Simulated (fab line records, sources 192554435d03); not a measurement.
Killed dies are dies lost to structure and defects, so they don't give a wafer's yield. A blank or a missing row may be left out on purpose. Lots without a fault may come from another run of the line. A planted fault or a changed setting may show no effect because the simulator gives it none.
Which tool did it? | flow n5_finfet | 14 lots, 42 wafers sampled, at 3 steps of a route of 1938

WHAT THE GAUGES READ, wafer by wafer
N5_BEOL_M11_CD_MEAS_18: pitch 140 nm, target cd 70 nm.
lot  | measured     | on        | cd_nm (nm)
L104 | day 11 07:05 | cd_sem-01 | 71.0 70.1 70.0
L108 | day 11 17:22 | cd_sem-01 | 69.8 68.7 68.9
L109 | day 12 07:55 | cd_sem-01 | 69.7 68.7 70.0
L110 | day 12 16:43 | cd_sem-03 | 70.8 69.4 70.0
L112 | day 13 00:58 | cd_sem-03 | 70.2 69.2 69.0
L117 | day 13 22:04 | cd_sem-01 | 69.5 68.8 68.7
L119 | day 14 04:15 | cd_sem-03 | 69.6 69.9 69.2
L118 | day 14 13:24 | cd_sem-03 | 70.0 69.9 69.6
L120 | day 14 21:19 | cd_sem-01 | 69.7 69.2 69.6
L121 | day 15 14:38 | cd_sem-02 | 68.9 69.4 69.1
L123 | day 15 21:49 | cd_sem-02 | 68.8 70.0 69.8
L124 | day 16 15:37 | cd_sem-01 | 70.0 69.4 70.0
L122 | day 16 15:41 | cd_sem-01 | 69.5 69.2 70.2
L125 | day 16 19:58 | cd_sem-03 | 69.3 69.7 69.6

WHICH TOOL RAN EACH LOT (tool, then ch and the chambers of the sampled wafers, then the start)
lot  | N5_BEOL_M11_CURE_71           | N5_BEOL_M11_STRIP_67
L104 | uv_cure-02 ch 1, day 11 03:35 | rie_diel-03 ch 1,3, day 11 06:52
L108 | uv_cure-03 ch 2, day 11 15:22 | rie_diel-02 ch 1,2,3, day 11 17:07
L109 | uv_cure-01 ch 0, day 12 04:05 | rie_diel-03 ch 0,3, day 12 07:42
L110 | uv_cure-02 ch 2, day 12 14:04 | rie_diel-04 ch 2,3, day 12 16:24
L112 | uv_cure-01 ch 0, day 12 21:35 | rie_diel-04 ch 1,3, day 13 00:43
L117 | uv_cure-02 ch 0, day 13 18:55 | rie_diel-03 ch 0,1,2, day 13 21:49
L119 | uv_cure-01 ch 0, day 14 00:34 | rie_diel-02 ch 0,1,2, day 14 03:55
L118 | uv_cure-01 ch 2, day 14 10:17 | rie_diel-02 ch 0,1,3, day 14 13:11
L120 | uv_cure-02 ch 1, day 14 18:40 | rie_diel-04 ch 0,2,3, day 14 21:05
L121 | uv_cure-03 ch 0, day 15 13:02 | rie_diel-03 ch 0,1,2, day 15 14:20
L123 | uv_cure-02 ch 1, day 15 20:21 | rie_diel-04 ch 0,1,2, day 15 21:35
L124 | uv_cure-01 ch 2, day 16 12:40 | rie_diel-03 ch 1,2,3, day 16 15:15
L122 | uv_cure-03 ch 0, day 16 12:54 | rie_diel-04 ch 0,1,2, day 16 15:25
L125 | uv_cure-03 ch 0, day 16 17:13 | rie_diel-04 ch 1,2, day 16 19:43
- N5_BEOL_M11_CURE_71: cures SiCOH lowk, time 240 s.
- N5_BEOL_M11_STRIP_67: strips in CF4.

WHAT THE TOOLS THEMSELVES READ (means of the sampled wafers that have a number; where no wafer has one, the mark that the record gives instead)
N5_BEOL_M11_CURE_71.
lot  | tool       | lamp_power_pct (%) | wafer_temp_C_max
L104 | uv_cure-02 | 52.30              | 386.4
L108 | uv_cure-03 | 52.38              | 387.8
L109 | uv_cure-01 | 52.35              | 387.2
L110 | uv_cure-02 | 52.32              | 387.0
L112 | uv_cure-01 | 52.29              | 386.8
L117 | uv_cure-02 | 52.33              | 386.8
L119 | uv_cure-01 | 52.26              | 386.5
L118 | uv_cure-01 | 52.36              | 386.2
L120 | uv_cure-02 | 52.37              | 386.6
L121 | uv_cure-03 | 52.33              | 386.0
L123 | uv_cure-02 | 52.38              | 386.2
L124 | uv_cure-01 | 52.32              | 386.2
L122 | uv_cure-03 | 52.35              | 386.5
L125 | uv_cure-03 | 52.40              | 386.6

N5_BEOL_M11_STRIP_67.
lot  | tool        | drypump_motor_current_A (A) | oes_product_au (a.u.) | rf_vpp_V (V) | showerhead_plenum_p_Torr (Torr) | throttle_valve_pct (%)
L104 | rie_diel-03 | 5.9                         | 0.78                  | 270.4        | 1.77                            | 13.6
L108 | rie_diel-02 | 6.2                         | 0.85                  | 272.7        | 1.84                            | 13.3
L109 | rie_diel-03 | 5.7                         | 0.81                  | 273.1        | 1.85                            | 13.4
L110 | rie_diel-04 | 5.7                         | 0.78                  | 272.4        | 1.84                            | 13.7
L112 | rie_diel-04 | 6.1                         | 0.78                  | 271.5        | 1.84                            | 13.3
L117 | rie_diel-03 | 5.6                         | 0.75                  | 270.6        | 1.76                            | 13.8
L119 | rie_diel-02 | 5.7                         | 0.77                  | 271.5        | 1.79                            | 13.5
L118 | rie_diel-02 | 5.7                         | 0.76                  | 271.2        | 1.81                            | 13.6
L120 | rie_diel-04 | 5.7                         | 0.77                  | 272.0        | 1.81                            | 13.7
L121 | rie_diel-03 | 5.6                         | 0.73                  | 270.3        | 1.76                            | 13.8
L123 | rie_diel-04 | 5.9                         | 0.70                  | 272.3        | 1.82                            | 13.8
L124 | rie_diel-03 | 5.5                         | 0.76                  | 270.9        | 1.79                            | 13.7
L122 | rie_diel-04 | 5.9                         | 0.70                  | 272.3        | 1.82                            | 13.8
L125 | rie_diel-04 | 6.1                         | 0.70                  | 273.0        | 1.84                            | 13.7

THE ANSWER, worked out from the rows above alone
Rule: what is usual is taken from the lots themselves. Put in order of their means at a reading, lots are off if they are a third of the lots or fewer, leave a main group of 4 or more, and stand apart from it by a gap of 3 or more times the standard deviation of the main group's means; of several such gaps the widest counts. A main group whose means are all the same, to the digits that the tables above print for the reading, isn't used. A lot without any number at a reading at which 4 lots or more have one is off too. The other lots that the step has rows for count as sound. The gauges are gone through in route order, then the tools' own readings, and for those a lot's mean is taken as printed above. The first step at which some lot is off is used, and at that step the reading that is off furthest; a lot without a number counts as furthest.
No lot is off at any reading shown: from this, nothing can be told.

WHAT THE SIMULATOR HAD PUT IN
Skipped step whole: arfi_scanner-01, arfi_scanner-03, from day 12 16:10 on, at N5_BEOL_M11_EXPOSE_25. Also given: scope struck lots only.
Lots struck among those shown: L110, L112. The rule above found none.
